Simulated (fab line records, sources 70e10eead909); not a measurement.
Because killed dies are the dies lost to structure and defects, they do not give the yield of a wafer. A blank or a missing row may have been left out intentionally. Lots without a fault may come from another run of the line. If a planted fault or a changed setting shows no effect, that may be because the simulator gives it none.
Which tool is to blame? ; flow nandHarc ; 12 lots, 36 wafers sampled, at 6 steps of a route of 1302

WHAT THE GAUGES READ, wafer by wafer
NHARC_P_M1_THK_MEAS_24: measures by xrf. Usual: thkNm 157.7 nm, standard deviation 1.2.
lot;measured;on;thkNm (nm);flag
L785;day 6 10:51;filmMetro-02;158.3 157.4 157.7;
L786;day 6 12:18;filmMetro-02;160.3 156.1 158.9;
L788;day 7 13:14;filmMetro-01;159.6 156.2 157.9;
L787;day 7 14:05;filmMetro-01;156.8 159.1 157.6;
L789;day 8 02:55;filmMetro-02;158.3 156.7 159.1;
L790;day 8 11:57;filmMetro-02;158.8 158.0 156.8;
L792;day 9 11:16;filmMetro-01;156.7 158.0 158.6;
L793;day 9 11:42;filmMetro-01;159.3 158.4 159.4;
L794;day 10 00:42;filmMetro-01;158.4 155.7 159.0;
L796;day 10 20:37;filmMetro-01;157.9 157.7 158.5;
L804;day 14 06:20;filmMetro-01;157.1 159.3 158.0;
L807;day 15 15:17;filmMetro-01;154.9 157.7 157.1;

NHARC_P_M2_CD_MEAS_09 targets a cd of 170 nm. Usual: cdNm 170.1 nm, standard deviation 0.51.
lot;measured;on;cdNm (nm);flag
L785;day 6 12:23;cdSem-03;170.3 170.3 170.0;
L786;day 6 13:49;cdSem-02;169.7 169.5 169.8;
L788;day 7 14:50;cdSem-03;169.7 169.9 170.2;
L787;day 7 17:06;cdSem-02;169.7 170.0 169.6;
L789;day 8 04:28;cdSem-03;170.5 169.5 170.0;
L790;day 8 13:29;cdSem-01;169.8 169.7 169.2;
L792;day 9 12:48;cdSem-01;170.1 170.0 169.3;
L793;day 9 13:22;cdSem-01;169.7 170.7 170.2;
L794;day 10 02:16;cdSem-02;169.5 169.9 169.7;
L796;day 10 22:01;cdSem-02;170.9 170.4 170.4;
L804;day 14 07:52;cdSem-03;181.7 182.0 182.2;OFF
L807;day 15 17:02;cdSem-02;181.6 182.2 182.3;OFF

NHARC_P_M2_OVL_MEAS_10: pitch 340 nm. Usual: overlayXNm -0.1 nm, standard deviation 0.82; overlayYNm 0.1 nm, standard deviation 0.75.
lot;measured;on;overlayXNm (nm);overlayYNm (nm);flag
L785;day 6 12:29;overlay-02;0.0 0.7 0.2;-0.1 0.1 0.4;
L786;day 6 13:55;overlay-01;-0.8 -0.4 -0.5;0.3 0.1 0.5;
L788;day 7 14:56;overlay-01;-1.0 -0.2 -0.1;-1.6 -0.9 -1.4;
L787;day 7 17:11;overlay-02;-2.0 -1.0 -1.5;0.4 0.0 0.6;
L789;day 8 04:34;overlay-01;0.9 1.1 -0.1;1.0 1.0 0.5;
L790;day 8 13:34;overlay-01;1.0 0.6 1.0;0.2 0.6 0.5;
L792;day 9 12:53;overlay-01;0.2 0.1 -0.3;0.1 -0.3 -0.5;
L793;day 9 13:28;overlay-01;1.8 1.8 1.2;1.1 0.6 0.7;
L794;day 10 02:22;overlay-01;-1.1 -1.7 -1.8;0.6 0.6 0.2;
L796;day 10 22:07;overlay-02;-1.2 -0.9 -1.2;0.1 -0.3 0.2;
L804;day 14 07:58;overlay-02;-0.2 -0.3 0.1;-0.2 -0.9 -0.4;
L807;day 15 17:07;overlay-02;-0.8 -1.1 -0.8;0.1 0.1 0.1;

NHARC_END_SORT_01. Usual: defectLimitedYield 91.6 %, standard deviation 2.6; killedAtArray 51, standard deviation 17; killedAtOther 1.6, standard deviation 2.1; killedAtPeriphery 4, standard deviation 3.2; killedDies 57, standard deviation 18; killedOpen 2.9, standard deviation 1.7; killedShort 2.3, standard deviation 1.3; sort_bin_2_pct 3.0 %, standard deviation 1.2; sort_bin_3_pct 0.7 %, standard deviation 0.43; sort_bin_4_pct 4.7 %, standard deviation 1.4; sortNPass 620, standard deviation 18; sortRimYieldPct 87 %, standard deviation 4.8; sortYieldPct 91.6 %, standard deviation 2.6.
lot;measured;on;defectLimitedYield (%);killedAtArray;killedAtOther;killedAtPeriphery;killedDies;killedOpen;killedShort;sort_bin_2_pct (%);sort_bin_3_pct (%);sort_bin_4_pct (%);sortNPass;sortRimYieldPct (%);sortYieldPct (%);flag
L785;day 24 15:33;prober-01;90.1 91.3 91.0;63 58 61;2 0 0;2 1 0;67 59 61;3 1 1;5 1 3;3.1 3.5 3.7;0.7 0.7 0.4;6.1 4.4 4.9;610 618 616;85 87 87;90.1 91.3 91.0;
L787;day 25 15:17;prober-01;91.6 92.0 93.5;50 50 41;5 0 1;2 4 2;57 54 44;6 4 2;3 2 0;3.5 2.5 3.0;0.4 0.3 0.3;4.4 5.2 3.2;620 623 633;92 87 93;91.6 92.0 93.5;
L789;day 25 11:40;prober-02;87.7 85.2 88.8;79 88 68;3 5 2;1 7 6;83 100 76;2 2 1;3 3 2;5.0 5.6 4.9;1.3 1.2 1.2;5.9 8.0 5.2;594 577 601;79 80 86;87.7 85.2 88.8;
L792;day 27 15:55;prober-02;92.3 93.5 93.4;47 41 43;0 2 0;5 1 2;52 44 45;2 2 3;4 2 0;2.7 2.1 1.8;0.7 0.6 0.4;4.3 3.8 4.4;625 633 632;92 90 92;92.3 93.5 93.4;
L794;day 29 03:49;prober-02;88.0 90.0 88.5;65 55 62;2 0 4;14 13 12;81 68 78;6 2 4;4 3 2;4.1 3.5 3.1;1.8 0.1 1.3;6.1 6.4 7.1;596 609 599;80 85 89;88.0 90.0 88.5;
L796;day 29 05:26;prober-01;90.4 90.4 90.8;57 63 57;2 0 4;6 2 1;65 65 62;4 2 3;2 2 5;4.6 3.1 3.8;0.3 1.0 1.0;4.7 5.5 4.3;612 612 615;85 84 84;90.4 90.4 90.8;
L804;day 32 18:28;prober-01;90.7 91.6 91.1;54 50 49;6 5 6;3 2 5;63 57 60;2 1 3;2 3 1;2.5 3.0 2.8;1.2 0.4 0.9;5.6 5.0 5.2;614 620 617;83 88 86;90.7 91.6 91.1;
L807;day 33 05:16;prober-01;92.9 94.2 95.0;44 35 31;0 1 0;4 3 3;48 39 34;3 2 1;3 2 1;1.5 2.2 1.6;0.3 0.1 0.1;5.3 3.4 3.2;629 638 643;91 92 92;92.9 94.2 95.0;

TOOL THAT RAN EACH LOT (tool first, then ch and the chambers of the sampled wafers, then the start)
lot;NHARC_P_M1_DEP_33;NHARC_P_M2_PEB_07
L785;pecvd-03 ch 0,1,2, day 6 11:11;lithoTrack-06 ch 0, day 6 12:19
L786;pecvd-02 ch 0,1,2, day 6 12:38;lithoTrack-04 ch 0, day 6 13:44
L788;pecvd-01 ch 0,1, day 7 13:35;lithoTrack-04 ch 0, day 7 14:46
L787;pecvd-03 ch 1,2, day 7 14:26;lithoTrack-04 ch 0, day 7 17:01
L789;pecvd-02 ch 1,2, day 8 03:19;lithoTrack-06 ch 0, day 8 04:23
L790;pecvd-02 ch 0,1,2, day 8 12:18;lithoTrack-01 ch 0, day 8 13:24
L792;pecvd-01 ch 1,2, day 9 11:37;lithoTrack-06 ch 0, day 9 12:43
L793;pecvd-01 ch 0,1,2, day 9 12:02;lithoTrack-06 ch 0, day 9 13:17
L794;pecvd-01 ch 0,2, day 10 01:01;lithoTrack-06 ch 0, day 10 02:12
L796;pecvd-03 ch 1,2, day 10 21:00;lithoTrack-01 ch 0, day 10 21:56
L804;pecvd-03 ch 0,1,2, day 14 06:38;lithoTrack-04 ch 0, day 14 07:47
L807;pecvd-02 ch 1,2, day 15 15:41;lithoTrack-04 ch 0, day 15 16:56
- NHARC_P_M1_DEP_33: deposits SiCN, target thk 30 nm.
- NHARC_P_M2_PEB_07: peb time 65 s.

AS READ BY THE TOOLS THEMSELVES (means over the sampled wafers that have a number; for cases with no such wafer, the mark the record gives instead)
NHARC_P_M1_DEP_33. Usual: heaterPowerW 622 W, standard deviation 81.
lot;tool;heaterPowerW (W);flag
L785;pecvd-03;631;
L786;pecvd-02;569;
L788;pecvd-01;716;
L787;pecvd-03;547;
L789;pecvd-02;567;
L790;pecvd-02;607;
L792;pecvd-01;662;
L793;pecvd-01;687;
L794;pecvd-01;647;
L796;pecvd-03;575;
L804;pecvd-03;678;
L807;pecvd-02;577;

NHARC_P_M2_PEB_07. Usual: heaterPowerTotalW 156.6 W, standard deviation 0.43; plateTempC 100.00 C, standard deviation 0.13.
lot;tool;heaterPowerTotalW (W);plateTempC (C);flag
L785;lithoTrack-06;156.7;100.03;
L786;lithoTrack-04;156.5;100.04;
L788;lithoTrack-04;156.5;100.05;
L787;lithoTrack-04;156.5;99.88;
L789;lithoTrack-06;156.8;99.95;
L790;lithoTrack-01;156.7;99.96;
L792;lithoTrack-06;156.6;100.02;
L793;lithoTrack-06;156.2;100.07;
L794;lithoTrack-06;157.1;99.96;
L796;lithoTrack-01;156.4;100.04;
L804;lithoTrack-04;164.8;103.78;OFF
L807;lithoTrack-04;164.8;103.94;OFF

THE ANSWER, worked out from the rows above alone
Rule: a lot counts as off when the mean over its wafers that have a number is more than 3 standard deviations away from the usual mean. A lot without any number at a reading at which 4 lots or more have one is off too. The other lots that the step has rows for count as sound. Order of review: gauges by route order, followed by the tools' own readings, for which a lot's mean as printed above is used. The first step at which some lot is off is used, and at that step the reading that is off furthest; a lot without a number counts as furthest.
Off: L804, L807, at NHARC_P_M2_CD_MEAS_09 (cdNm).
A tool fits if, at a process step before that reading, it ran every lot that is off, and no sound lot after the first of them. The gauges at NHARC_P_M2_CD_MEAS_09 aren't tried: what is off there is off at NHARC_P_M2_PEB_07 too, on other tools, and a gauge's error can't cause that. One candidate fits, namely lithoTrack-04 at NHARC_P_M2_PEB_07. A fault onset in the window from L787 (day 7 17:01, its last sound lot) to L804 (day 14 07:47, its first lot off) fits.
The tool's own readings at NHARC_P_M2_PEB_07 bear it out: on the lots that are off they differ by more than 5 times the standard deviation of the sound lots' means. heaterPowerTotalW reads 164.8 W there against 156.6 W on the sound lots; plateTempC reads 103.86 C there against 100.00 C on the sound lots.

WHAT WAS PUT IN BY THE SIMULATOR
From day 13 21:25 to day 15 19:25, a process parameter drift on lithoTrack-04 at NHARC_P_M2_PEB_07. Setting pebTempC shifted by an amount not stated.
Struck lots among those shown: L804, L807. This agrees with what the rule above found.
